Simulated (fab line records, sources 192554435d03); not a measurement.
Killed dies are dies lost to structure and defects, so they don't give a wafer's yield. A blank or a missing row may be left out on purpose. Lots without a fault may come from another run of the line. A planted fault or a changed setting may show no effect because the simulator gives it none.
Which tool did it? | flow n5_finfet | 24 lots, 72 wafers sampled, at 3 steps of a route of 1938

WHAT THE GAUGES READ, wafer by wafer
N5_BEOL_M4_CD_MEAS_28: target cd 26.2 nm, target cd y 24.1 nm.
lot  | measured     | on        | cd_nm (nm)
L074 | day 7 13:00  | cd_sem-02 | 25.94 26.43 26.16
L075 | day 7 19:27  | cd_sem-02 | 25.92 25.86 26.11
L077 | day 8 14:21  | cd_sem-01 | 26.05 25.98 26.34
L076 | day 8 14:34  | cd_sem-02 | 25.76 26.16 26.08
L078 | day 9 07:57  | cd_sem-03 | 26.09 26.13 26.51
L079 | day 9 16:08  | cd_sem-03 | 26.38 25.96 26.54
L080 | day 9 22:14  | cd_sem-03 | 26.05 25.97 26.09
L081 | day 9 22:17  | cd_sem-01 | 26.25 25.97 25.99
L082 | day 9 23:50  | cd_sem-03 | 25.98 25.89 26.02
L085 | day 10 04:20 | cd_sem-02 | 25.83 26.07 25.72
L083 | day 10 05:12 | cd_sem-02 | 26.01 25.81 25.97
L084 | day 10 14:52 | cd_sem-01 | 26.09 25.76 25.94
L087 | day 10 15:53 | cd_sem-01 | 25.77 25.87 25.78
L086 | day 10 18:17 | cd_sem-01 | 26.20 26.14 26.15
L088 | day 11 06:55 | cd_sem-01 | 26.36 26.29 26.33
L089 | day 11 15:07 | cd_sem-03 | 26.41 26.01 26.62
L090 | day 12 04:47 | cd_sem-03 | 26.23 26.20 26.02
L092 | day 12 06:13 | cd_sem-01 | 26.51 26.47 26.51
L093 | day 12 10:46 | cd_sem-03 | 25.74 26.13 25.50
L091 | day 12 11:23 | cd_sem-02 | 26.31 26.15 26.17
L094 | day 12 21:36 | cd_sem-02 | 26.13 26.29 26.00
L095 | day 13 02:31 | cd_sem-02 | 26.70 26.22 26.36
L097 | day 13 06:31 | cd_sem-02 | 26.26 26.15 25.96
L096 | day 13 19:33 | cd_sem-02 | 26.24 26.20 26.04

WHICH TOOL RAN EACH LOT (tool, then ch and the chambers of the sampled wafers, then the start)
lot  | N5_BEOL_M4_HM_DEP_02         | N5_BEOL_M4_ETCH_64
L074 | pvd_sputter-02, day 7 11:35  | rie_diel-03 ch 0,1,2, day 7 12:19
L075 | pvd_sputter-03, day 7 18:11  | rie_diel-03 ch 0,2,3, day 7 18:46
L077 | pvd_sputter-01, day 8 12:49  | rie_diel-03 ch 0,2,3, day 8 13:33
L076 | pvd_sputter-01, day 8 13:16  | rie_diel-02 ch 1,3, day 8 13:52
L078 | pvd_sputter-01, day 9 06:23  | rie_diel-03 ch 1,2,3, day 9 07:11
L079 | pvd_sputter-03, day 9 14:43  | rie_diel-06 ch 1,2,3, day 9 15:24
L080 | pvd_sputter-03, day 9 20:42  | rie_diel-02 ch 0,1,2, day 9 21:25
L081 | pvd_sputter-03, day 9 20:48  | rie_diel-06 ch 0,1, day 9 21:35
L082 | pvd_sputter-03, day 9 22:08  | rie_diel-02 ch 0,2, day 9 23:10
L085 | pvd_sputter-02, day 10 02:39 | rie_diel-03 ch 1,3, day 10 03:35
L083 | pvd_sputter-02, day 10 03:56 | rie_diel-02 ch 1,2,3, day 10 04:32
L084 | pvd_sputter-03, day 10 13:28 | rie_diel-06 ch 0,1,2, day 10 14:04
L087 | pvd_sputter-03, day 10 14:22 | rie_diel-06 ch 1,3, day 10 15:05
L086 | pvd_sputter-02, day 10 16:55 | rie_diel-03 ch 0,2, day 10 17:31
L088 | pvd_sputter-02, day 11 05:31 | rie_diel-06 ch 2,3, day 11 06:07
L089 | pvd_sputter-01, day 11 13:45 | rie_diel-03 ch 1,2, day 11 14:22
L090 | pvd_sputter-01, day 12 03:24 | rie_diel-03 ch 2,3, day 12 03:59
L092 | pvd_sputter-01, day 12 04:23 | rie_diel-06 ch 0,1,2, day 12 05:22
L093 | pvd_sputter-02, day 12 09:29 | rie_diel-06 ch 0,1,2, day 12 10:05
L091 | pvd_sputter-02, day 12 09:55 | rie_diel-06 ch 0,2,3, day 12 10:37
L094 | pvd_sputter-01, day 12 20:08 | rie_diel-02 ch 0,2,3, day 12 20:44
L095 | pvd_sputter-03, day 13 01:14 | rie_diel-02 ch 0,1,2, day 13 01:50
L097 | pvd_sputter-01, day 13 04:59 | rie_diel-06 ch 0,3, day 13 05:43
L096 | pvd_sputter-01, day 13 17:50 | rie_diel-06 ch 0,2,3, day 13 18:35
- N5_BEOL_M4_HM_DEP_02: deposits TiN, target thk 20 nm.
- N5_BEOL_M4_ETCH_64: etches SOC in N2/H2, target depth 75 nm, overetch 22.5 nm, time 121.9 s.

WHAT THE TOOLS THEMSELVES READ (means of the sampled wafers that have a number; where no wafer has one, the mark that the record gives instead)
N5_BEOL_M4_HM_DEP_02.
lot  | tool           | throttle_valve_pct (%)
L074 | pvd_sputter-02 | 29.4
L075 | pvd_sputter-03 | 28.7
L077 | pvd_sputter-01 | 29.1
L076 | pvd_sputter-01 | 30.1
L078 | pvd_sputter-01 | 29.7
L079 | pvd_sputter-03 | 28.7
L080 | pvd_sputter-03 | 28.9
L081 | pvd_sputter-03 | 30.4
L082 | pvd_sputter-03 | 30.4
L085 | pvd_sputter-02 | 30.3
L083 | pvd_sputter-02 | 30.5
L084 | pvd_sputter-03 | 29.6
L087 | pvd_sputter-03 | 29.8
L086 | pvd_sputter-02 | 29.2
L088 | pvd_sputter-02 | 30.1
L089 | pvd_sputter-01 | 29.7
L090 | pvd_sputter-01 | 29.7
L092 | pvd_sputter-01 | 29.1
L093 | pvd_sputter-02 | 29.4
L091 | pvd_sputter-02 | 30.0
L094 | pvd_sputter-01 | 29.7
L095 | pvd_sputter-03 | 29.4
L097 | pvd_sputter-01 | 30.5
L096 | pvd_sputter-01 | 29.8

N5_BEOL_M4_ETCH_64.
lot  | tool        | drypump_motor_current_A (A) | oes_product_au (a.u.) | rf_vpp_V (V) | showerhead_plenum_p_Torr (Torr) | throttle_valve_pct (%)
L074 | rie_diel-03 | 5.8                         | 0.66                  | 526.5        | 2.62                            | 17.32
L075 | rie_diel-03 | 5.7                         | 0.62                  | 525.4        | 2.60                            | 17.39
L077 | rie_diel-03 | 5.7                         | 0.62                  | 526.1        | 2.60                            | 17.38
L076 | rie_diel-02 | 5.2                         | 0.63                  | 523.5        | 2.54                            | 17.82
L078 | rie_diel-03 | 5.9                         | 0.63                  | 525.1        | 2.57                            | 17.50
L079 | rie_diel-06 | 5.6                         | 0.59                  | 522.2        | 2.48                            | 17.86
L080 | rie_diel-02 | 5.2                         | 0.62                  | 523.2        | 2.50                            | 17.99
L081 | rie_diel-06 | 5.3                         | 0.59                  | 521.5        | 2.43                            | 17.83
L082 | rie_diel-02 | 5.2                         | 0.63                  | 523.3        | 2.50                            | 18.08
L085 | rie_diel-03 | 6.0                         | 0.60                  | 524.1        | 2.56                            | 17.65
L083 | rie_diel-02 | 5.2                         | 0.63                  | 523.2        | 2.54                            | 17.92
L084 | rie_diel-06 | 5.5                         | 0.61                  | 521.1        | 2.44                            | 17.77
L087 | rie_diel-06 | 5.4                         | 0.57                  | 521.8        | 2.46                            | 17.95
L086 | rie_diel-03 | 5.5                         | 0.63                  | 527.2        | 2.64                            | 17.27
L088 | rie_diel-06 | 5.8                         | 0.61                  | 522.7        | 2.49                            | 17.82
L089 | rie_diel-03 | 5.8                         | 0.64                  | 525.5        | 2.57                            | 17.39
L090 | rie_diel-03 | 5.7                         | 0.60                  | 524.9        | 2.56                            | 17.46
L092 | rie_diel-06 | 5.5                         | 0.60                  | 521.5        | 2.44                            | 17.80
L093 | rie_diel-06 | 5.5                         | 0.59                  | 521.2        | 2.44                            | 17.80
L091 | rie_diel-06 | 6.1                         | 0.61                  | 522.9        | 2.49                            | 17.87
L094 | rie_diel-02 | 5.3                         | 0.58                  | 523.9        | 2.55                            | 18.02
L095 | rie_diel-02 | 5.2                         | 0.60                  | 522.6        | 2.49                            | 18.04
L097 | rie_diel-06 | 6.3                         | 0.61                  | 522.7        | 2.50                            | 17.91
L096 | rie_diel-06 | 6.1                         | 0.60                  | 522.4        | 2.49                            | 17.89

THE ANSWER, worked out from the rows above alone
Rule: what is usual is taken from the lots themselves. Put in order of their means at a reading, lots are off if they are a third of the lots or fewer, leave a main group of 4 or more, and stand apart from it by a gap of 3 or more times the standard deviation of the main group's means; of several such gaps the widest counts. A main group whose means are all the same, to the digits that the tables above print for the reading, isn't used. A lot without any number at a reading at which 4 lots or more have one is off too. The other lots that the step has rows for count as sound. The gauges are gone through in route order, then the tools' own readings, and for those a lot's mean is taken as printed above. The first step at which some lot is off is used, and at that step the reading that is off furthest; a lot without a number counts as furthest.
No lot is off at any reading shown: from this, nothing can be told.

WHAT THE SIMULATOR HAD PUT IN
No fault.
